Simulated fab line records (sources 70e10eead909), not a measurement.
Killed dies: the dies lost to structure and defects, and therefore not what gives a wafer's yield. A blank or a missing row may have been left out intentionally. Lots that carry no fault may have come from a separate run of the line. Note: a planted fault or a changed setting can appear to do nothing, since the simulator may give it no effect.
Matching of chambers + flow nand-harc + 3 sister chambers for NHARC_A_SLIT_DEP_25 on pecvd-04
The step deposits SiO2, target thk 200 nm. 3 wafers are shown with their chamber, then 11 later ones without.

== WAFERS, EACH WITH ITS CHAMBER ==
| wafer  | chamber | throttle-valve-pct (%) |
|--------|---------|------------------------|
| L086.1 | 2       | 15.5                   |
| L089.4 | 1       | 15.2                   |
| L089.2 | 0       | 14.5                   |

== WAFERS WHOSE CHAMBER IS MISSING ==
| wafer  | throttle-valve-pct (%) |
|--------|------------------------|
| L089.3 | 15.7                   |
| L089.6 | 15.5                   |
| L092.1 | 14.8                   |
| L092.2 | 15.1                   |
| L092.3 | 15.6                   |
| L094.4 | 15.6                   |
| L094.5 | 14.5                   |
| L094.6 | 15.4                   |
| L095.1 | 15.4                   |
| L095.2 | 15.5                   |
| L095.5 | 15.6                   |

== CHAMBER TAKEN BY EACH ==
| wafer  | from the rows above     | in truth                   |
|--------|-------------------------|----------------------------|
| L089.3 | 2                       | 2                          |
| L089.6 | 2                       | 2                          |
| L092.1 | can't be placed: 0 or 1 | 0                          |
| L092.2 | 1                       | 1                          |
| L092.3 | 2                       | 2                          |
| L094.4 | 2                       | 2                          |
| L094.5 | 0                       | 0                          |
| L094.6 | can't be placed: 2 or 1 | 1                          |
| L095.1 | can't be placed: 2 or 1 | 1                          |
| L095.2 | 2                       | 2                          |
| L095.5 | 2                       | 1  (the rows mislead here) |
Correctly placed: 7 of 11. Unplaceable from these rows: 3, with the true chamber sitting among the candidates in 3. Number placed wrongly: 1.
How it was worked out, from the rows above alone: a wafer's distance from a chamber is the root of the sum, over the readings, of the square of ((its reading less the chamber's mean) divided by the reading's scatter). If the next closest chamber is less than 2 further off than the closest, the wafer can't be placed; otherwise it belongs to the closest. For every chamber, the mean is computed from those of its wafers that are shown. The scatter (one wafer shown for each chamber): square how far every hidden wafer sits from the nearest shown wafer, average those squares and take the square root.
